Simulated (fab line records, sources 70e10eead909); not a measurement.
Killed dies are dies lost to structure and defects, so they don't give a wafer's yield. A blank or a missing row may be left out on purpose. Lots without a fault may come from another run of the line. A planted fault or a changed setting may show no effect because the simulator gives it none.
Chamber matching | flow nand_harc | NHARC_A_STAIRCASE_DESCUM_219 on rie_diel-11: 4 sister chambers
The step chemistry O2, time 3 s. 4 wafers are shown with their chamber, then 8 later ones without.

WAFERS WITH THEIR CHAMBER
wafer  | chamber | drypump_motor_current_A (A)
L076.6 | 1       | 5.5
L085.5 | 2       | 5.7
L086.5 | 3       | 6.5
L091.1 | 0       | 5.8

WAFERS WITHOUT THEIR CHAMBER
wafer  | drypump_motor_current_A (A)
L091.3 | 5.7
L091.6 | 6.4
L095.1 | 5.5
L095.2 | 6.4
L095.4 | 5.8
L096.3 | 5.5
L096.4 | 5.7
L096.5 | 5.8

WHICH CHAMBER EACH WENT THROUGH
wafer  | from the rows above | in truth
L091.3 | 2                   | 2
L091.6 | 3                   | 3
L095.1 | 1                   | 1
L095.2 | 3                   | 3
L095.4 | 0                   | 0
L096.3 | 1                   | 1
L096.4 | 2                   | 2
L096.5 | 0                   | 0
Placed correctly: 8 of 8. Can't be placed from these rows: 0. Placed wrongly: 0.
How it was worked out, from the rows above alone: a wafer's distance from a chamber is the root of the sum, over the readings, of the square of ((its reading less the chamber's mean) divided by the reading's scatter). The wafer belongs to the nearest chamber; if the next one is less than 2 further off, it can't be placed. A chamber's mean is the mean of its shown wafers. The scatter: with one shown wafer a chamber, the root of the mean of the squares of how far each hidden wafer lies from its nearest shown one.
